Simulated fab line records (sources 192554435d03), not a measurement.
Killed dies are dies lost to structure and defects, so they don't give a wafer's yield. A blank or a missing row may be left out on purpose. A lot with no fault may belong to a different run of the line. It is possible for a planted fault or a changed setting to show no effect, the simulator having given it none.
Which tool did it?	flow n5-finfet	Sampling: 9 lots, 26 wafers, 5 of 1938 route steps

WHAT THE GAUGES SHOWED, per wafer
N5_BEOL_M4_RC_MEAS_101. Usual: DIBL_N 36.1 mV/V, standard deviation 2; DIBL_P 36.3 mV/V, standard deviation 2.4; IOFF_N 0.15 nA/um, standard deviation 0.035; IOFF_P 0.21 nA/um, standard deviation 0.039; ION_N 672 uA/um, standard deviation 15; ION_P 463 uA/um, standard deviation 9.7; SS_N 71.5 mV/dec, standard deviation 0.7; SS_P 73.2 mV/dec, standard deviation 0.75; VT_N 251 mV, standard deviation 3.6; VT_P -250 mV, standard deviation 3.8.
lot	measured	on	DIBL_N (mV/V)	DIBL_P (mV/V)	IOFF_N (nA/um)	IOFF_P (nA/um)	ION_N (uA/um)	ION_P (uA/um)	SS_N (mV/dec)	SS_P (mV/dec)	VT_N (mV)	VT_P (mV)	flag
L864	day 8 06:25	prober-01	33.8 35.8 36.9	33.2 36.5 37.2	0.12 0.14 0.15	0.18 0.22 0.24	676 670 669	466 468 466	70.3 71.2 71.5	72.8 73.4 73.8	255 252 253	-252 -247 -248	
L865	day 8 06:00	prober-02	39.4 36.0 39.1	40.9 36.5 40.4	0.23 0.15 0.22	0.26 0.19 0.26	693 689 707	469 470 475	72.7 71.2 72.4	73.6 72.8 74.9	245 248 247	-249 -252 -249	
L868	day 9 04:03	prober-01	34.1 37.2 35.7	36.1 39.6 36.1	0.14 0.17 0.15	0.20 0.26 0.19	670 664 660	461 463 458	71.1 71.7 72.0	72.7 73.7 72.8	248 250 251	-250 -250 -252	
L875	day 10 23:50	prober-02	37.0 35.4 38.6	37.7 35.9 39.9	0.18 0.15 0.22	0.24 0.23 0.30	682 683 697	470 471 473	72.2 72.4 72.5	73.9 73.6 74.0	246 248 246	-246 -249 -245	
L876	day 11 06:01	prober-01	36.2 38.2 35.7	35.9 37.9 34.8	0.16 0.21 0.16	0.22 0.26 0.21	670 703 683	471 478 461	71.7 71.6 71.2	73.3 73.4 72.6	251 245 249	-246 -245 -251	
L879	day 11 23:55	prober-01	35.3 39.3 34.5	35.0 39.7 34.1	0.14 0.23 0.14	0.22 0.30 0.21	673 675 684	471 467 477	71.3 72.1 70.8	72.7 73.5 72.3	249 247 248	-248 -242 -248	
L880	day 12 12:00	prober-02	33.3 38.0 34.9	33.1 38.7 33.5	0.13 0.20 0.13	0.18 0.27 0.17	667 680 664	452 462 451	70.4 72.8 72.6	72.3 73.7 73.3	250 247 253	-254 -248 -250	
L882	day 12 20:33	prober-02	40.0 42.3	41.2 42.9	0.21 0.26	0.27 0.31	683 692	461 468	72.2 73.1	74.7 75.0	249 243	-249 -245	
L885	day 13 18:46	prober-01	37.0 32.3 34.5	37.2 31.4 34.8	0.18 0.10 0.14	0.24 0.15 0.21	672 652 665	458 457 458	72.1 70.9 71.1	73.5 71.8 72.5	248 258 252	-250 -254 -249	

WHAT TOOL EACH LOT RAN ON (gives the tool, then ch and the chambers of the sampled wafers, and finally the start)
lot	N5_HKMG_FIN_ETCH_32	N5_HKMG_FIN_STRIP_92	N5_HKMG_FIN_COAT_85	N5_HKMG_FIN_ETCH_67
L864	rie-diel-05 ch 0,1, day 4 06:08	rie-diel-05 ch 0,1, day 4 06:30	litho-track-02 ch 0, day 4 07:19	rie-diel-05 ch 1,3, day 4 08:31
L865	rie-diel-05 ch 2,3, day 4 08:06	rie-diel-05 ch 2,3, day 4 08:28	litho-track-03 ch 0, day 4 09:16	rie-diel-05 ch 0,2,3, day 4 10:24
L868	rie-diel-04 ch 0,1,2, day 5 04:02	rie-diel-04 ch 0,1,2, day 5 04:24	litho-track-03 ch 0, day 5 05:13	rie-diel-04 ch 0,1,2, day 5 06:25
L875	rie-diel-01 ch 0,1,2, day 7 00:22	rie-diel-01 ch 0,1,2, day 7 00:43	litho-track-03 ch 0, day 7 01:31	rie-diel-01 ch 1,2,3, day 7 02:40
L876	rie-diel-01 ch 0,3, day 7 07:54	rie-diel-01 ch 0,3, day 7 08:16	litho-track-03 ch 0, day 7 09:05	rie-diel-01 ch 1,2,3, day 7 10:13
L879	rie-diel-05 ch 0,2,3, day 8 05:59	rie-diel-05 ch 0,2,3, day 8 06:21	litho-track-02 ch 0, day 8 07:10	rie-diel-01 ch 0,2, day 8 08:20
L880	rie-diel-04 ch 0,1,2, day 8 12:20	rie-diel-04 ch 0,1,2, day 8 12:41	litho-track-02 ch 0, day 8 13:29	rie-diel-05 ch 1,2, day 8 14:40
L882	rie-diel-01 ch 0,2, day 8 21:05	rie-diel-01 ch 0,2, day 8 21:27	litho-track-02 ch 0, day 8 22:16	rie-diel-04 ch 0,1, day 8 23:25
L885	rie-diel-04 ch 2,3, day 9 10:37	rie-diel-04 ch 2,3, day 9 11:09	litho-track-02 ch 0, day 9 12:00	rie-diel-04 ch 2,3, day 9 13:11
- N5_HKMG_FIN_ETCH_32: etches SOC in N2/H2, target depth 240 nm, time 300 s.
- N5_HKMG_FIN_STRIP_92: strips SOC in N2/H2, time 20 s.
- N5_HKMG_FIN_COAT_85: time 60 s, resist thk 300 nm.
- N5_HKMG_FIN_ETCH_67: etches SOC in N2/H2, stops on TiN, target depth 388.9 nm.

WHAT THE TOOLS THEMSELVES READ (means of the sampled wafers that have a number; where no wafer has one, the mark that the record gives instead)
N5_HKMG_FIN_ETCH_32. Usual: drypump-motor-current-A 5.5 A, standard deviation 0.37; oes-product-au 0.80 a.u., standard deviation 0.094; rf-vpp-V 523.7 V, standard deviation 2.9; showerhead-plenum-p-Torr 2.53 Torr, standard deviation 0.092; throttle-valve-pct 17.81 %, standard deviation 0.28.
lot	tool	drypump-motor-current-A (A)	oes-product-au (a.u.)	rf-vpp-V (V)	showerhead-plenum-p-Torr (Torr)	throttle-valve-pct (%)	flag
L864	rie-diel-05	5.4	0.80	522.3	2.48	17.72	
L865	rie-diel-05	5.5	0.80	520.9	2.45	18.10	
L868	rie-diel-04	5.7	0.68	524.8	2.54	17.92	
L875	rie-diel-01	5.5	0.84	524.0	2.53	17.66	
L876	rie-diel-01	6.0	0.84	524.6	2.53	17.68	
L879	rie-diel-05	5.2	0.73	521.4	2.47	18.06	
L880	rie-diel-04	5.8	0.76	524.3	2.53	17.84	
L882	rie-diel-01	5.7	0.87	522.6	2.51	17.56	
L885	rie-diel-04	5.5	0.77	525.3	2.59	17.79	

N5_HKMG_FIN_STRIP_92. Usual: drypump-motor-current-A 5.5 A, standard deviation 0.37; oes-product-au 0.80 a.u., standard deviation 0.093; rf-vpp-V 54.1 V, standard deviation 0.87; showerhead-plenum-p-Torr 3.35 Torr, standard deviation 0.12; throttle-valve-pct 18.9 %, standard deviation 0.34.
lot	tool	drypump-motor-current-A (A)	oes-product-au (a.u.)	rf-vpp-V (V)	showerhead-plenum-p-Torr (Torr)	throttle-valve-pct (%)	flag
L864	rie-diel-05	5.4	0.80	54.0	3.27	18.9	
L865	rie-diel-05	5.5	0.80	53.7	3.25	19.2	
L868	rie-diel-04	5.8	0.68	54.7	3.36	19.1	
L875	rie-diel-01	5.5	0.83	54.6	3.34	18.7	
L876	rie-diel-01	6.0	0.83	55.1	3.34	18.9	
L879	rie-diel-05	5.2	0.74	54.4	3.26	19.1	
L880	rie-diel-04	5.8	0.75	54.9	3.35	18.9	
L882	rie-diel-01	5.7	0.84	53.1	3.32	18.6	
L885	rie-diel-04	5.5	0.76	52.9	3.42	18.9	

N5_HKMG_FIN_COAT_85. Usual: 1499.8 rpm for spin-speed-rpm, sd 0.98.
lot	tool	spin-speed-rpm (rpm)	flag
L864	litho-track-02	1500.0	
L865	litho-track-03	1499.5	
L868	litho-track-03	1499.3	
L875	litho-track-03	1460.9	OFF
L876	litho-track-03	1460.7	OFF
L879	litho-track-02	1499.7	
L880	litho-track-02	1500.0	
L882	litho-track-02	1500.0	
L885	litho-track-02	1499.3	

N5_HKMG_FIN_ETCH_67. Usual: drypump-motor-current-A 5.5 A, standard deviation 0.38; oes-product-au 0.77 a.u., standard deviation 0.08; rf-vpp-V 240.5 V, standard deviation 1.4; showerhead-plenum-p-Torr 2.53 Torr, standard deviation 0.085; throttle-valve-pct 17.80 %, standard deviation 0.26.
lot	tool	drypump-motor-current-A (A)	oes-product-au (a.u.)	rf-vpp-V (V)	showerhead-plenum-p-Torr (Torr)	throttle-valve-pct (%)	flag
L864	rie-diel-05	5.2	0.76	240.2	2.58	17.64	
L865	rie-diel-05	5.2	0.75	239.6	2.48	17.99	
L868	rie-diel-04	5.8	0.68	240.5	2.54	17.91	
L875	rie-diel-01	5.5	0.77	241.2	2.58	17.79	
L876	rie-diel-01	5.5	0.77	241.8	2.58	17.80	
L879	rie-diel-01	5.6	0.86	240.9	2.53	17.52	
L880	rie-diel-05	5.6	0.77	239.2	2.39	18.09	
L882	rie-diel-04	5.8	0.79	240.6	2.50	17.75	
L885	rie-diel-04	5.5	0.75	241.0	2.59	17.78	

THE ANSWER, worked out from the rows above alone
Rule: a lot is off if the mean of its wafers that have a number lies more than 3 standard deviations from the usual mean. A lot without any number at a reading at which 4 lots or more have one is off too. The other lots that the step has rows for count as sound. First the gauges in route order, then the tools' own readings, where a lot's mean is used as printed above. The first step at which some lot is off is used, and at that step the reading that is off furthest; a lot without a number counts as furthest.
Off at N5_HKMG_FIN_COAT_85 (spin-speed-rpm): L875, L876.
A tool fits if, at that step or a process step before it, it ran every lot that is off, and no sound lot after the first of them. One candidate fits, namely litho-track-03 at N5_HKMG_FIN_COAT_85. Its last sound lot is L868 (day 5 05:13), its first lot that is off L875 (day 7 01:31): a fault that began between those two fits.
On the lots that are off, the tool's own readings at N5_HKMG_FIN_COAT_85 differ by more than 5 times the standard deviation of the sound lots' means, which bears it out; spin-speed-rpm reads 1460.8 rpm there versus 1499.7 rpm on the sound lots.

WHAT WAS PUT IN BY THE SIMULATOR
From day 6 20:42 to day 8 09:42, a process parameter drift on litho-track-03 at N5_HKMG_FIN_COAT_85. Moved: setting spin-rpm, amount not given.
Lots struck among those shown: L875, L876. Same finding as the rule above.
